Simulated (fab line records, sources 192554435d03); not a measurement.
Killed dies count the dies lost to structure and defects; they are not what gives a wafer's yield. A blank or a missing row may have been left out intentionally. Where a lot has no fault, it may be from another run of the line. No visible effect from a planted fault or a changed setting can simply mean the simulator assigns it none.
A struck lot beside a sound one -- flow n5_finfet -- 36 steps out of a route of 1938
Sound: the wafers L120.2, L120.4, L120.6. Wafers L102.2, L102.3, L102.6 were the ones struck. Last of all comes the cause.
Each step with rows lists, per side, the tool, then ch with its chambers, then its first start. Under that, the readings that differ: sound wafers -- struck wafers -- difference of the means -- sigmas: that difference in standard deviations of wafers without a fault.
alike: words and numbers the same on both sides, and readings whose means are apart by under 2 such deviations; not compared: readings that were withheld, readings missing a value for some wafer, numbers with overlapping values and no deviation given by the record, and bounds like >300 which may hide the same value.
Wherever a step has rows on one side only, a row that says differs or no value, or a row with sigmas, the two part there. Numbers that have no deviation but don't overlap get no sigmas and don't part them. A reading missing from all wafers of one side parts the sides only when that side holds two or more wafers.

first, 11 steps without rows for these wafers: N5_PMOS_HMC_CHANNEL_EPI_PRECLEAN_36 (cleans in O3/DIW, time 45 s); N5_PMOS_HMC_CHANNEL_EPI_PRECLEAN_18 (cleans in DHF, time 30 s); N5_PMOS_HMC_CHANNEL_EPI_SRD_19 (time 30 s); N5_PMOS_HMC_CHANNEL_EPI_EPI_20 (deposits SiGe30, target thk 59 nm); N5_PMOS_HMC_CHANNEL_EPI_HM_STRIP_35 (strips SiO2 in dHF, material SiO2, target depth 39.6 nm, time 216 s); N5_PMOS_HMC_CHANNEL_EPI_SRD_39 (time 30 s); N5_PMOS_HMC_CHANNEL_EPI_CMP_21 (polishes SiGe30, target thk 54 nm); N5_PMOS_HMC_CHANNEL_EPI_PRECLEAN_40 (cleans in DHF, time 30 s); N5_PMOS_HMC_CHANNEL_EPI_PRECLEAN_37 (cleans in O3/DIW, time 45 s); N5_PMOS_HMC_CHANNEL_EPI_PRECLEAN_24 (cleans in DHF, time 30 s); N5_PMOS_HMC_CHANNEL_EPI_SRD_25 (time 30 s).
N5_PMOS_HMC_CHANNEL_EPI_EPI_26: deposits Si from SiH4/H2, target thk 3.8 nm, time 22.7 s.
  sound on epi_rpcvd-02 ch 0, day 7 09:26; struck on epi_rpcvd-02 ch 0, day 2 21:29
reading,sound,struck,difference,sigmas
model.Si_of_PMOS_HMC_CHANNEL_EPI_EPI_26.thk_nm (nm),3.838 3.834 3.856,1.334 1.392 1.418,-2.461,
  alike: throttle_valve_pct
then, 22 steps without rows for these wafers: N5_FIN_SAQP_PRECLEAN_42 (cleans in O3/DIW, time 60 s); N5_FIN_SAQP_PRECLEAN_00 (cleans in SC1, time 60 s); N5_FIN_SAQP_PRECLEAN_44 (cleans in SC2, time 45 s); N5_FIN_SAQP_SRD_01 (time 30 s); N5_FIN_SAQP_ALD_61 (deposits SiO2, target thk 4 nm, pulse time 1 s, purge time 2 s); N5_FIN_SAQP_DENSIFY_62 (time 60 s); N5_FIN_SAQP_HM_DEP_03 (deposits SiNx from SiH4/NH3/N2, target thk 38 nm, time 33.6 s); N5_FIN_SAQP_PECVD_47 (deposits a-Si from SiH4/He, target thk 45 nm, time 36.3 s); N5_FIN_SAQP_PECVD_48 (deposits SiNx from SiH4/NH3/N2, target thk 25 nm, time 22.1 s); N5_FIN_SAQP_PECVD_06 (deposits a-Si from SiH4/He, target thk 60 nm, time 48.1 s); N5_FIN_SAQP_HM_DEP_72 (deposits SiO2 from SiH4/N2O, target thk 12 nm, time 7.2 s); N5_FIN_SAQP_COAT_49 (time 60 s, resist thk 100 nm); N5_FIN_SAQP_COAT_50 (time 60 s, resist thk 35 nm); N5_FIN_SAQP_COAT_10 (resist thk 90 nm); N5_FIN_SAQP_EBR_12; N5_FIN_SAQP_SOFTBAKE_11 (time 60 s); N5_FIN_SAQP_EXPOSE_13 (exposes mask FIN CORE, target cd 35.6 nm); N5_FIN_SAQP_PEB_14 (peb time 60 s); N5_FIN_SAQP_DEVELOP_15 (develop time 30 s); N5_FIN_SAQP_DESCUM_21 (chemistry O2, time 7.9 s); N5_FIN_SAQP_ETCH_51 (etches SiARC in CF4, target depth 45.5 nm, time 75.8 s); N5_FIN_SAQP_ETCH_52 (etches SOC in N2/H2, target depth 100 nm, overetch 20 nm, time 150 s).
N5_STI_FIN_REVEAL_CLEAN_19: cleans in O3/DIW, time 120 s.
  sound on wet_bench-01 ch 2,3,6, day 8 02:37; struck on wet_bench-01 ch 1,2,3, day 3 15:25
reading,sound,struck,difference,sigmas
model.Si_of_PMOS_HMC_CHANNEL_EPI_EPI_26.thk_nm (nm),2.6 2.6 2.6,0 0 0,-3,
-- here the record skips 6 days between the struck wafers' starts before and after, leaving off in module STI_FIN_REVEAL and picking up in module BEOL_M4 (first step shown: number 1111 of the route) --
N5_BEOL_M4_RC_MEAS_101:
  sound on prober-01 ch 0, day 13 19:21; struck on prober-01 ch 0, day 9 17:14
reading,sound,struck,difference,sigmas
CJ_N,4.27 4.24 4.19,4.59 4.63 4.59,+0.37,+6
CJ_P,5.77 5.66 5.72,6.18 6.13 6.12,+0.43,+4
  alike: DIBL_N, DIBL_P, IOFF_N, IOFF_P, ION_N, ION_P, SS_N, SS_P, VT_N, VT_P

WHERE THEY PART
Only at N5_BEOL_M4_RC_MEAS_101, within this record.

WHY: what the simulator had put in
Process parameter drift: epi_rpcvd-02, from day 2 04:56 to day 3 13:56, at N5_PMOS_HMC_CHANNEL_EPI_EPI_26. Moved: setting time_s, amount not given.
